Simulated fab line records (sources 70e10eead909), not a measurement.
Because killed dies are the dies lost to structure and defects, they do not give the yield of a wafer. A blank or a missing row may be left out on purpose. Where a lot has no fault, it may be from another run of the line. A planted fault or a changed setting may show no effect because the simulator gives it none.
fab line records | flow nand_harc
[record] lots = 12 wafers = 36 last_day = 33
route steps=1302 shown A_CONTACT@1088 END@1302
lots that met no fault: taken from a fault-free run of the same line
start_h: start of the lot's first displayed wafer, in hours after the record's first day | wait_h: how many hours have passed since the lot's step before this one | " as in the row above | L1.1+2: a single row standing in for several wafers | - no value, or no start was given | * or withheld: withheld | < > ~ a bound
route shown NAME@n: names a module that has steps shown in the file, with the first one's number in the route | usual: mean and standard deviation over wafers with no fault | same: alike in all rows | chamber/n: place in a boat | sites: per-site readings | _std_site: the values' standard deviation | _edge_site: the outer-site mean with the inner-site mean subtracted | radius_mm: for every site, how far away it sits from the centre of the wafer | mask NAME#n: copy n | behind: tool/chamber where the wafer was last shaped | hold: why the lot went on hold/how many hours it stayed there/how the hold came to an end | device: the n, p or np transistor that did not switch | end of line: the same wafers' tests at the end of the route | a step with no rows: only its recipe | killed: count of dies lost to structure and defects at first sort (not the wafer's yield) | map: dies across one wafer; x = killed, . = not, _ = none there
set.NAME: the run value of the setting; set.NAME@STEP: its run value at that earlier step | model.NAME: the simulator's own value behind a step, which no gauge read
a sample of lots followed through the steps of the route, with each step as a table and each wafer as a row
services: the hour from which a tool's chamber was out of use, counted from the record's first day as start_h (under 0 if before that day), plus the number of hours and why
[[steps]]
[step NHARC_A_CONTACT_ETCH_136]
[recipe] source_w = withheld pressure_mtorr = 20 bias_v = 1200 time_s = 311 target_depth_a = 19120 ar_flow_sccm = withheld c4f8_flow_sccm = withheld o2_flow_sccm = withheld chemistry = C4F8/O2/Ar
// columns lot.wafer tool chamber start_h wait_h rf_hours_counter_h
L706.1 har_cap_etch-01 0 533.48 0.2 7
L706.2 " 1 " " 7
L706.4 " 0 " " -
L708.1 har_cap_etch-01 1 540.65 0.2 9
L708.3 " 1 " " -
L708.5 " 0 " " -
L705.2 har_cap_etch-03 0 541.63 0.2 51
L705.4 " 0 " " -
L705.5 " 1 " " -
L709.1 har_cap_etch-02 0 547.18 0.2 94
L709.4 " 0 " " -
L709.5 " 0 " " -
L710.2 har_cap_etch-02 0 569.14 0.2 95
L710.1 " 1 " " 95
L710.6 " 1 " " -
L712.2 har_cap_etch-03 1 592.04 0.2 57
L712.1 " 0 " " 57
L712.4 " 1 " " -
L711.2 har_cap_etch-02 1 593.89 0.2 98
L711.3 " 1 " " -
L711.6 " 0 " " -
L715.3 har_cap_etch-01 1 626.42 0.3 -
L715.5 " 1 " " -
L715.6 " 0 " " -
L714.2 har_cap_etch-01 1 630.62 0.2 23
L714.4 " 0 " " -
L714.6 " 1 " " -
L716.3 har_cap_etch-01 1 637.89 0.2 -
L716.6 " 1 " " -
L716.5 " 0 " " -
L720.1 har_cap_etch-01 1 684.16 0.2 33
L720.3 " 0 " " -
L720.4 " 1 " " -
L727.4 har_cap_etch-03 0 743.32 0.2 -
L727.3 " 1 " " -
L727.6 " 1 " " -
[step NHARC_A_CONTACT_ETCH_137]
[recipe] source_w = withheld pressure_mtorr = 20 bias_v = 1200 time_s = 311 target_depth_a = 19120 ar_flow_sccm = withheld c4f8_flow_sccm = withheld o2_flow_sccm = withheld chemistry = C4F8/O2/Ar
// columns lot.wafer tool chamber start_h wait_h rf_hours_counter_h
L706.1 har_cap_etch-01 0 533.75 0.2 8
L706.2 " 1 " " 8
L706.4 " 0 " " -
L708.1 har_cap_etch-01 1 540.92 0.2 9
L708.3 " 1 " " -
L708.5 " 0 " " -
L705.2 har_cap_etch-03 0 541.90 0.2 52
L705.4 " 0 " " -
L705.5 " 1 " " -
L709.1 har_cap_etch-02 0 547.45 0.2 94
L709.4 " 0 " " -
L709.5 " 0 " " -
L710.2 har_cap_etch-02 0 569.41 0.2 96
L710.1 " 1 " " 96
L710.6 " 1 " " -
L712.2 har_cap_etch-03 1 592.31 0.2 57
L712.1 " 0 " " 57
L712.4 " 1 " " -
L711.2 har_cap_etch-02 1 594.16 0.2 99
L711.3 " 1 " " -
L711.6 " 0 " " -
L715.3 har_cap_etch-01 1 626.78 0.3 -
L715.5 " 1 " " -
L715.6 " 0 " " -
L714.2 har_cap_etch-01 1 630.89 0.2 24
L714.4 " 0 " " -
L714.6 " 1 " " -
L716.3 har_cap_etch-01 1 638.16 0.2 -
L716.6 " 1 " " -
L716.5 " 0 " " -
L720.1 har_cap_etch-01 1 684.43 0.2 34
L720.3 " 0 " " -
L720.4 " 1 " " -
L727.4 har_cap_etch-03 0 743.59 0.2 -
L727.3 " 1 " " -
L727.6 " 1 " " -
[step NHARC_A_CONTACT_CVD_19]
[recipe] target_thk_a = 3000 temp_c = 300 pressure_torr = 40 wf6_flow_sccm = 40 h2_flow_sccm = 1600 ar_flow_sccm = 1560 time_s = 802 material = W
[usual] heater_power_w = 466/63 throttle_valve_pct = 8.2/0.31
// columns lot.wafer tool chamber start_h wait_h heater_power_w throttle_valve_pct
L706.2 cvd_w-02 1 536.35 - 432 8.5
L706.1 " 0 " " 578 8.4
L706.4 " 0 " " 570 8.3
L708.1 cvd_w-01 0 543.59 - 462 8.3
L708.3 " 0 " " 469 8.2
L708.5 " 1 " " 388 7.8
L705.2 cvd_w-02 1 544.48 - 428 8.8
L705.4 " 0 " " 597 8.4
L705.5 " 1 " " 420 8.6
L709.1 cvd_w-02 1 549.92 - 439 8.4
L709.4 " 0 " " 576 8.2
L709.5 " 0 " " 575 8.1
L710.1 cvd_w-01 0 571.99 - 471 8.2
L710.2 " 1 " " 409 7.9
L710.6 " 0 " " 477 8.1
L712.1 cvd_w-01 1 594.77 - 407 7.9
L712.2 " 0 " " 489 8.3
L712.4 " 1 " " 405 8.0
L711.2 cvd_w-01 1 596.75 - 410 7.7
L711.3 " 1 " " 392 7.7
L711.6 " 1 " " 396 7.5
L715.3 cvd_w-01 0 629.45 - 460 8.4
L715.5 " 0 " " 478 8.2
L715.6 " 1 " " 405 7.6
L715.3 cvd_w-01 0 630.44 0.9 467 8.1
L715.5 " 0 " " 477 8.4
L715.6 " 1 " " 412 7.7
L714.2 cvd_w-01 1 633.71 - 412 7.6
L714.4 " 1 " " 412 7.8
L714.6 " 1 " " 390 7.7
L716.3 cvd_w-01 1 640.89 - 398 7.8
L716.6 " 1 " " 410 7.6
L716.5 " 0 " " 474 8.3
L720.1 cvd_w-02 1 687.00 - 464 8.7
L720.4 " 0 " " 596 8.1
L720.3 " 1 " " 450 8.3
L720.1 cvd_w-02 1 688.00 0.9 462 8.5
L720.4 " 0 " " 592 8.2
L720.3 " 1 " " 466 8.5
L727.3 cvd_w-02 0 746.37 - 586 8.3
L727.4 " 1 " " 450 8.5
L727.6 " 1 " " 457 8.7
[step NHARC_A_CONTACT_CMP_20]
[recipe] t_overpolish_s = 30 target_thk_nm = 300
[usual] motor_current_A = 12.5/1.4 overpolish_run_s = 29.999/0.0099 retaining_ring_pressure_frac = 0.999/0.0051 time_to_endpoint_s = 61/3.3
// columns lot.wafer tool chamber start_h wait_h motor_current_A overpolish_run_s retaining_ring_pressure_frac time_to_endpoint_s
L706.4 cmp-03 2 537.27 0.4 12.5 29.994 0.993 63
L706.1 " 3 " " 10.9 29.980 0.999 62
L706.2 " 1 " " 11.0 30.012 0.994 65
L708.1 cmp-02 2 544.37 0.7 10.7 30.013 0.981 61
L708.3 " 0 " " 11.2 29.991 0.994 57
L708.5 " 2 " " 11.1 30.006 0.994 63
L705.4 cmp-03 1 545.29 0.6 10.8 30.005 0.995 67
L705.2 " 2 " " 12.6 29.992 1.004 63
L705.5 " 0 " " 13.2 30.012 1.010 64
L709.1 cmp-04 3 550.80 0.8 12.8 29.994 1.003 61
L709.4 " 2 " " 13.4 29.996 1.002 55
L709.5 " 0 " " 14.6 29.987 0.994 62
L710.1 cmp-03 0 572.91 0.8 12.9 30.015 1.007 61
L710.2 " 1 " " 10.9 30.010 0.996 65
L710.6 " 2 " " 12.6 29.989 1.004 60
L712.2 cmp-04 0 595.66 0.6 15.3 29.997 0.999 64
L712.1 " 1 " " 13.6 30.007 1.006 64
L712.4 " 2 " " 13.3 29.984 1.008 57
L711.2 cmp-04 2 597.56 0.7 13.6 29.995 1.005 55
L711.3 " 3 " " 13.7 29.973 0.997 60
L711.6 " 0 " " 15.0 30.004 1.007 66
L715.3 cmp-03 1 631.28 0.7 11.4 29.993 0.995 122
L715.6 " 2 " " 12.4 30.000 1.007 121
L715.5 " 3 " " 11.4 30.000 0.996 117
L714.2 cmp-04 2 634.63 0.8 12.7 30.009 0.997 59
L714.4 " 3 " " 13.3 29.995 0.993 61
L714.6 " 1 " " 14.1 29.999 1.000 60
L716.3 cmp-04 3 641.53 0.5 13.9 30.006 1.003 62
L716.5 " 3 " " 13.3 30.014 0.995 63
L716.6 " 0 " " 14.9 29.990 1.006 65
L720.1 cmp-02 3 688.87 0.7 13.1 30.008 0.999 117
L720.4 " 0 " " 10.7 29.995 1.008 119
L720.3 " 2 " " 11.2 30.000 1.000 125
L727.3 cmp-03 1 747.06 0.6 11.4 29.988 1.003 65
L727.4 " 2 " " 12.5 30.000 0.996 61
L727.6 " 0 " " 12.4 29.997 0.994 59
[step NHARC_A_CONTACT_INSPECT_23]
[usual] raw_defect_count = 510/150
// columns lot.wafer tool chamber start_h wait_h raw_defect_count
L706.1 defect_inspect-01 - 537.67 0.1 453
L706.2 " - " " 435
L706.4 " - " " 412
L708.1 defect_inspect-02 - 544.75 0.1 511
L708.3 " - " " 681
L708.5 " - " " 654
L705.2 defect_inspect-02 - 545.64 0.1 476
L705.4 " - " " 527
L705.5 " - " " 523
L709.1 defect_inspect-02 - 551.21 0.1 688
L709.4 " - " " 677
L709.5 " - " " 784
L710.1 defect_inspect-01 - 573.29 0.1 889
L710.2 " - " " 644
L710.6 " - " " 663
L712.1 defect_inspect-01 - 596.07 0.1 365
L712.2 " - " " 392
L712.4 " - " " 382
L711.2 defect_inspect-02 - 597.91 0.1 660
L711.3 " - " " 448
L711.6 " - " " 491
L715.3 defect_inspect-01 - 631.61 0.1 387
L715.5 " - " " 434
L715.6 " - " " 340
L714.2 defect_inspect-02 - 635.02 0.1 804
L714.4 " - " " 573
L714.6 " - " " 833
L716.3 defect_inspect-01 - 641.93 0.1 810
L716.5 " - " " 769
L716.6 " - " " 519
L720.1 defect_inspect-01 - 689.27 0.1 427
L720.3 " - " " 452
L720.4 " - " " 369
L727.3 defect_inspect-02 - 747.41 0.1 701
L727.4 " - " " 640
L727.6 " - " " 721
[step NHARC_END_SORT_01]
[recipe] temp_c = 25
[usual] killed_at_array = 54/20 killed_at_other = 0.7/0.94 killed_at_periphery = 3.8/2.7 killed_dies = 59/20 killed_open = 3.5/1.9 killed_short = 2.5/1.6
[same] gross_dies = 677
// columns lot.wafer tool chamber start_h wait_h killed_at_array killed_at_other killed_at_periphery killed_dies killed_open killed_short
L715.3 prober-01 0 683.50 3.1 40 1 10 51 4 2
L715.5 prober-01 0 685.10 3.7 38 5 12 55 6 4
L715.6 prober-01 0 685.90 4.0 44 1 11 56 5 0
L720.1 prober-01 0 737.32 2.5 46 0 8 54 4 5
L720.3 prober-01 0 738.91 3.1 40 0 5 45 4 0
L720.4 prober-01 0 739.70 3.4 37 1 5 43 1 2
// killed by level:class
L715.3 A_CHANNEL_HOLE_D2:chamber_film_flake=13 A_CHANNEL_HOLE_D1:chamber_film_flake=8 P_CONTACT:chamber_film_flake=6 A_STAIRCASE:chamber_film_flake=6 A_SLIT:chamber_film_flake=6 P_GATE:chamber_film_flake=2 P_CONTACT:geometric_particle:open=1 A_ONON_D1:geometric_particle:short=1
L715.5 A_CHANNEL_HOLE_D2:chamber_film_flake=14 P_GATE:chamber_film_flake=6 P_CONTACT:chamber_film_flake=5 THIN_TSV:chamber_film_flake=5 A_CHANNEL_HOLE_D1:chamber_film_flake=4 A_WL_FILL:chamber_film_flake=4 A_WL_FILL:geometric_particle:short=2 A_BLC:geometric_particle:open=2
L715.6 A_CHANNEL_HOLE_D2:chamber_film_flake=19 A_CHANNEL_HOLE_D1:chamber_film_flake=9 P_CONTACT:chamber_film_flake=7 A_STAIRCASE:chamber_film_flake=4 A_CHANNEL_HOLE_D2:geometric_particle:open=2 P_GATE:chamber_film_flake=2 A_CHANNEL_FILL_D2:chamber_film_flake=2 A_WL_FILL:chamber_film_flake=2
L720.1 A_CHANNEL_HOLE_D2:chamber_film_flake=19 A_CHANNEL_HOLE_D1:chamber_film_flake=11 A_SLIT:chamber_film_flake=5 P_M2:chamber_film_flake=3 P_GATE:chamber_film_flake=2 A_DECK1_JOINT:chamber_film_flake=2 A_SGD_CUT:chamber_film_flake=2 P_STI:geometric_particle:short=1
L720.3 A_CHANNEL_HOLE_D2:chamber_film_flake=21 A_CHANNEL_HOLE_D1:chamber_film_flake=8 P_CONTACT:chamber_film_flake=2 A_SGD_CUT:chamber_film_flake=2 A_SLIT:chamber_film_flake=2 A_BONDPAD:chamber_film_flake=2 P_M1:geometric_particle:open=1 A_CONTACT:geometric_particle:open=1
L720.4 A_CHANNEL_HOLE_D2:chamber_film_flake=18 A_CHANNEL_HOLE_D1:chamber_film_flake=8 P_M2:chamber_film_flake=3 A_SLIT:chamber_film_flake=3 A_SGD_CUT:chamber_film_flake=2 A_CHANNEL_HOLE_D1:geometric_particle:short=1 A_CHANNEL_HOLE_D2:geometric_particle:open=1 STARTING-WAFER:geometric_particle:short=1
[[services]]
// columns tool chamber start_h hours kind
cmp-02 - 526.58 4.0 pm
cvd_w-01 - 547.30 13.0 pm
cmp-03 - 554.06 4.0 pm
cmp-04 - 568.43 4.3 repair
cvd_w-02 - 573.83 0.5 repair
cmp-03 - 580.76 0.3 repair
cmp-02 - 583.34 1.2 repair
cmp-02 - 584.92 15.4 repair
cmp-04 - 600.45 2.0 repair
cmp-04 - 602.49 4.0 pm
cmp-04 - 619.45 3.6 repair
cmp-03 - 621.33 0.8 repair
cvd_w-02 - 633.05 13.0 pm
cmp-03 - 652.06 4.0 pm
cvd_w-01 - 656.52 0.7 repair
cmp-04 - 668.32 0.8 repair
cmp-04 - 700.49 4.0 pm
cvd_w-02 - 704.41 1.0 repair
cvd_w-02 1 711.33 6.3 repair
cmp-04 - 721.86 5.7 repair
cvd_w-01 - 728.30 13.0 pm
cmp-04 - 734.28 4.3 repair
cmp-03 - 742.32 0.5 repair
cvd_w-01 - 745.48 3.5 repair
[[key]]
[first_sign] step = NHARC_A_CONTACT_CVD_19 reading = visit direction = added
[effect] step = NHARC_A_CONTACT_CMP_20 reading = time_to_endpoint_s direction = up sigmas = 18 usual = * struck = *
met_at NHARC_A_CONTACT_CVD_19
struck_lots L715,L720
tester_left_out L715,L720
not_acting_at NHARC_A_CONTACT_ETCH_136,NHARC_A_CONTACT_ETCH_137,NHARC_A_CONTACT_INSPECT_23
[fault] kind = repeated_step_whole tool = cvd_w-01,cvd_w-02 chamber = - onset_h = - steps = NHARC_A_CONTACT_CVD_19 times = 1 scope = struck_lots_only
// tester_left_out: of these lots the tester's yield and bins aren't shown, on N5 and GAA mostly nor the transistor test; their killed dies are dies lost to structure and defects alone, not to doping, threshold or leakage, so they don't give the yield
